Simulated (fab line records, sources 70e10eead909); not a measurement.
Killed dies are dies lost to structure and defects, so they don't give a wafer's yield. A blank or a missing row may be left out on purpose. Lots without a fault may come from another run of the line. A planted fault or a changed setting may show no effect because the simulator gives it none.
Chamber matching | flow nand_harc | NHARC_P_CONTACT_CMP_01 on cmp-03: 4 sister chambers
The step polishes SiO2, target thk 200 nm. 8 wafers are shown with their chamber, then 7 later ones without.

WAFERS WITH THEIR CHAMBER
wafer  | chamber | motor_current_A (A)
L154.4 | 0       | 11.7
L153.5 | 3       | 13.3
L153.6 | 2       | 13.4
L157.4 | 1       | 13.2
L157.5 | 1       | 13.0
L157.6 | 2       | 13.0
L162.1 | 0       | 12.2
L162.2 | 3       | 12.8

WAFERS WITHOUT THEIR CHAMBER
wafer  | motor_current_A (A)
L162.5 | 12.7
L167.1 | 13.4
L167.3 | 13.0
L167.4 | 13.0
L170.2 | 13.3
L170.3 | 12.1
L170.5 | 12.9

WHICH CHAMBER EACH WENT THROUGH
wafer  | from the rows above               | in truth
L162.5 | can't be placed: 3 or 1 or 2 or 0 | 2
L167.1 | can't be placed: 2 or 1 or 3      | 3
L167.3 | can't be placed: 3 or 1 or 2      | 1
L167.4 | can't be placed: 3 or 1 or 2      | 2
L170.2 | can't be placed: 2 or 1 or 3      | 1
L170.3 | 0                                 | 0
L170.5 | can't be placed: 3 or 1 or 2      | 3
Placed correctly: 1 of 7. Can't be placed from these rows: 6 (the true chamber is among the candidates in 6). Placed wrongly: 0.
How it was worked out, from the rows above alone: a wafer's distance from a chamber is the root of the sum, over the readings, of the square of ((its reading less the chamber's mean) divided by the reading's scatter). The wafer belongs to the nearest chamber; if the next one is less than 2 further off, it can't be placed. A chamber's mean is the mean of its shown wafers. The scatter: the root of (the sum of the squares of (reading less its chamber's mean) over the shown wafers, divided by (wafers less chambers)).
